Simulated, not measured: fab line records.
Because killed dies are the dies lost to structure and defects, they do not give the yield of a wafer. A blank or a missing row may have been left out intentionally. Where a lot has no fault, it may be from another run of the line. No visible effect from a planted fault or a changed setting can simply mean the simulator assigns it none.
Split-lot experiment | flow n5-finfet | on a route of 1938 steps: 7 lots, 21 wafers read

ABOUT THE SPLIT
At N5_BEOL_M14_EXPOSE_07 (exposes mask V13), the setting dose-mj was moved away from the recipe's 57 on 12 of the 21 wafers read, by -3.4% to +5.9%. All remaining wafers had this setting at the recipe value.

FROM THE SPLIT TO THE READING: what the file shows between them, 9 steps
- N5_BEOL_M14_PEB_08: peb time 90 s
- N5_BEOL_M14_DEVELOP_09: develop time 45 s
- N5_BEOL_M14_HARDBAKE_14: time 120 s
- N5_BEOL_M14_CD_MEAS_10: target cd 250 nm
- N5_BEOL_M14_ETCH_59: etches BARC in N2/H2, target depth 89 nm, overetch 26.7 nm, time 67.9 s (also split here: h2-flow-sccm)
- N5_BEOL_M14_VIA_ETCH_16: etches SiO2 in C4F8/O2/Ar, target depth 1231.3 nm
- N5_BEOL_M14_STRIP_63: strips in O2
- N5_BEOL_M14_STRIP_71: strips in post etch residue remover, time 60 s
- N5_BEOL_M14_SRD_72: time 30 s, dry time 30 s

THE READING
cd-nm at N5_BEOL_M14_CD_MEAS_17, given in nm (cd target 250 nm). Typical for fault-free wafers on this fab line: 249 nm, with standard deviation 3 nm.

wafer  | tool, chamber at the split | dose-mj as run | against the recipe | cd-nm, nm | against lot-mates on the recipe
L074.1 | krf-scanner-02, 0          | 55.28          | -3.0%              | 243       | -7
L074.5 | krf-scanner-02, 0          | 55.28          | -3.0%              | 243       | -7
L074.6 | krf-scanner-02, 0          | 57             | recipe             | 250       | -
L079.2 | krf-scanner-01, 0          | 57             | recipe             | 243       | -
L079.3 | krf-scanner-01, 0          | 59.98          | +5.2%              | 258       | +15
L079.5 | krf-scanner-01, 0          | 59.98          | +5.2%              | 252       | +9
L082.1 | krf-scanner-01, 0          | 57             | recipe             | 248       | -
L082.2 | krf-scanner-01, 0          | 57             | recipe             | 246       | -
L082.3 | krf-scanner-01, 0          | 58.94          | +3.4%              | 256       | +9
L084.2 | krf-scanner-01, 0          | 57             | recipe             | 255       | -
L084.3 | krf-scanner-01, 0          | 60.39          | +5.9%              | 261       | +6
L084.5 | krf-scanner-01, 0          | 60.39          | +5.9%              | 266       | +11
L086.1 | krf-scanner-02, 0          | 57             | recipe             | 245       | -
L086.2 | krf-scanner-02, 0          | 58.14          | +2.0%              | 254       | +9
L086.6 | krf-scanner-02, 0          | 58.14          | +2.0%              | 254       | +9
L091.1 | krf-scanner-01, 0          | 55.05          | -3.4%              | 246       | no lot-mate on the recipe
L091.3 | krf-scanner-01, 0          | 55.05          | -3.4%              | 243       | no lot-mate on the recipe
L091.5 | krf-scanner-01, 0          | 55.05          | -3.4%              | 243       | no lot-mate on the recipe
L095.1 | krf-scanner-02, 0          | 57             | recipe             | 253       | -
L095.2 | krf-scanner-02, 0          | 57             | recipe             | 248       | -
L095.4 | krf-scanner-02, 0          | 57             | recipe             | 247       | -

THE FIT
A straight line over all 21 wafers: cd-nm changes by +1.85 nm for each +1% of dose-mj; r = +0.87; the points scatter about the line by 3.4 nm.
The same after taking each lot's own level away (the mean of its wafers on the recipe; 18 wafers): +2 nm for each +1%; r = +0.89; scatter 2.9 nm.
According to that fit, moving dose-mj by its largest amount changes the reading by 12 nm.
From 243.0 to 255.0 nm: that is the span of the lots' own levels, equal to 4.0 times the standard deviation above.
Consequently the slope shifts little with the lot-to-lot level, the two slopes agreeing.
Check: +14 nm against its lot-mates is what the line predicts for one of the wafers moved furthest among these (+5.9%) when that wafer is left out of the fit. It came out at +6 nm against them.

ADDITIONAL SPLITS CARRIED BY THESE WAFERS
These wafers also went through other splits before the reading. Each is held against what the fit with the lots' levels taken away leaves over:
other split on the same wafers    | wafers away from the commonest value | r with cd-nm (lot level and that fit taken away)
N5_BEOL_M10_PEB_26 peb-time-s     | 5                                    | +0.15
N5_BEOL_M10_TRENCH_ETCH_37 time-s | 10                                   | -0.33
N5_BEOL_M11_ETCH_66 time-s        | 4                                    | +0.26
N5_BEOL_M11_TRENCH_ETCH_37 bias-w | 4                                    | -0.12
N5_BEOL_M14_ETCH_59 h2-flow-sccm  | 4                                    | +0.05

THE WHOLE CHAIN: every reading that the file lists as answering this split, in the file's order
step                   | what it does     | reading | change (the file's fit)              | r (the file's)
N5_BEOL_M14_CD_MEAS_10 | target cd 250 nm | cd-nm   | +2.13 nm for each +1% of the setting | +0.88
N5_BEOL_M14_CD_MEAS_17 | target cd 250 nm | cd-nm   | +2.19 nm for each +1% of the setting | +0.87

FILE'S OWN FIT
cd-nm changes by +2.19 nm for each +1% of dose-mj, r = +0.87.
